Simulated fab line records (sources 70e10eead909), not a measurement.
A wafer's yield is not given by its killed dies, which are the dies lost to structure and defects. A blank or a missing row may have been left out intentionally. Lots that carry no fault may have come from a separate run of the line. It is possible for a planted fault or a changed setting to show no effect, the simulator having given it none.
The same fault as seen by 2 desks -- flow nandHarc -- only its own numbers are on each desk; what lay behind them is given at the end

TOOL OWNER'S DESK, rieDiel-05
The tool's own readings at NHARC_A_WL_FILL_ETCHBACK_16 (etches the open film in C4F8/O2/Ar, target depth 120 nm, time 24 s): means of the sampled wafers that have a number, for each lot that ran on this tool. Marked OUT: a lot whose mean sits more than 4 standard deviations from the usual mean, which makes it out of limits; the brackets give that distance.
Columns: A = oesProductAu at NHARC_A_WL_FILL_ETCHBACK_16, usual 0.984 a.u.; B = rfVppV at NHARC_A_WL_FILL_ETCHBACK_16, usual 724 V; C = runLengthS at NHARC_A_WL_FILL_ETCHBACK_16, usual 45.4 s
lot,first seen here,A,B,C
L632,day 22 14:13,0.954,728,45.4
L636,day 24 15:32,0.966,724,45.2
L638,day 25 03:14,1.007,724,45.2
L641,day 26 22:55,0.969,718,29.5 (-42) OUT
L640,day 26 22:59,0.998,726,29.6 (-42) OUT
This desk finds L640, L641 out of limits, L641 being first, at day 26 22:55 (runLengthS at NHARC_A_WL_FILL_ETCHBACK_16). Within limits: L632, L636, L638.

METROLOGY DESK
Lot by lot, what the gauges showed, no matter which tool ran the lot: averages of those sampled wafers that carry a number. Marked OUT: a lot whose mean sits more than 4 standard deviations from the usual mean, which makes it out of limits; the brackets give that distance.
Columns: A = cdNm at NHARC_A_SLIT_CD_MEAS_21, usual 289.7 nm
lot,first seen here,A
L628,day 20 09:31,288.7
L631,day 21 11:59,290.3
L632,day 21 14:43,290.4
L633,day 23 10:14,289.3
L636,day 23 18:34,289.7
L638,day 24 08:37,288.9
L637,day 24 12:17,290.1
L639,day 24 19:52,289.0
L641,day 25 18:24,289.2
L640,day 26 06:07,290.3
L646,day 27 16:18,290.1
L647,day 28 08:02,290.1
L648,day 28 08:26,289.9
L649,day 29 03:43,289.5
Result from this desk: across the 14 lots, nothing is out of limits.

PUT TOGETHER
The tool owner's desk could have raised an alarm at day 26 22:55, on L640, L641.
At the metrology desk, nothing out of limits was observed.
The metrology desk holds a record of L640, L641, inside its limits.
The lots listed all ran NHARC_A_WL_FILL_ETCHBACK_16 on rieDiel-05.

WHAT THE SIMULATOR HAD INSERTED
Drift in process parameters on rieDiel-05 at NHARC_A_WL_FILL_ETCHBACK_16, starting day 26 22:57. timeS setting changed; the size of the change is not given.
Shown lots that were struck: L640, L641.
